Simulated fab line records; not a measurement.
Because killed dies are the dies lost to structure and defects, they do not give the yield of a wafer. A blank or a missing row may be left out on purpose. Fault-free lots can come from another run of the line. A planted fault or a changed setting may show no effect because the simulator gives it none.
Problem report, 8D (eight disciplines) form, completed by code    flow n5-finfet    the parts of the form that need people (team, actions taken, sign-off) are left out

== 1. WHAT IS WRONG ==
rf-fwd-power-W at N5_HKMG_FIN_ETCH_32 reads a mean of 334.8 W on 6 wafers of 2 lots; wafers without a fault read 838.1 W with a standard deviation of 2.6. That is -99 or more standard deviations from the usual mean.
The step: etches SOC in N2/H2, target depth 240 nm, time 300 s.
First seen on wafer L110.1, day 6 20:13, on rie-diel-03. At this step, 25 wafers from 9 lots have a number in the record. Rule for "out", or "out of limits": more than 4 standard deviations from the usual mean. The other wafers with a number count as sound.

== 2. WHAT THIS IS AND IS NOT ==
question                     is                        is not
which readings at this step  rf-fwd-power-W, rf-vpp-V  drypump-motor-current-A, showerhead-plenum-p-Torr, throttle-valve-pct
which lots                   L110, L111                L101, L104, L106, L114, L115, L121, L123
which wafers of those lots   all that have a number    -
read on which tools          rie-diel-03               rie-diel-04, rie-diel-05
when                         from day 6 20:13          up to then (7 sound wafers); but 12 sound wafers of L114, L115, L121, L123 came after

== 3. THE SUSPECTS, EACH WITH WHAT RULES IT OUT ==
Counting: a tool at a process step up to the reading stays a suspect if it ran every lot that is out and no sound lot after the first of them.
- rie-diel-03 at N5_HKMG_FIN_ETCH_32 (etches SOC in N2/H2, target depth 240 nm, time 300 s): kept. All lots that are out passed through it, beginning with L110 at day 6 20:13, and no sound lot followed; its final sound lot before that point was L106 at day 5 15:15. Out on those wafers are its own readings of rf-fwd-power-W, rf-vpp-V.
Remaining after the count: rie-diel-03 at N5_HKMG_FIN_ETCH_32.

== 4. THE CAUSE (what the simulator had put in) ==
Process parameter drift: rie-diel-03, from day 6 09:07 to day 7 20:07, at N5_HKMG_FIN_ETCH_32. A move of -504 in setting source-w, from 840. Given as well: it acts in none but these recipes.
Only this tool survived the counting.

== 5. SEQUENCE OF EFFECTS, ordered by route ==
Each row: a reading whose mean over the struck wafers that have a number lies more than 3 standard deviations from the usual. Only readings for which the record gives a usual standard deviation are gone through. hours: the time from each lot's start at the first step in this table that gives one to its start at this step, as a median over the lots. sigmas: the change in usual standard deviations.
hours  step                 reading         usual      on struck wafers  change  sigmas
0      N5_HKMG_FIN_ETCH_32  oes-product-au  0.84 a.u.  0.59              -0.25   -3.2
0      N5_HKMG_FIN_ETCH_32  rf-fwd-power-W  838.1 W    334.8             -503.3  -99 or more
0      N5_HKMG_FIN_ETCH_32  rf-vpp-V        523.8 V    702.2             +178.4  +81
It contains these process steps:
- N5_HKMG_FIN_ETCH_32: etches SOC in N2/H2, target depth 240 nm, time 300 s.
Later measuring or inspecting steps at which every struck wafer that the step has a row for has a number for every such reading, and none has moved that far: N5_BEOL_M4_RC_MEAS_101.

== 6. HOW IT WOULD HAVE BEEN CAUGHT EARLIER ==
In this record no reading fell out of limits until day 6 20:13, 11 hours after the fault had begun at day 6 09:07.
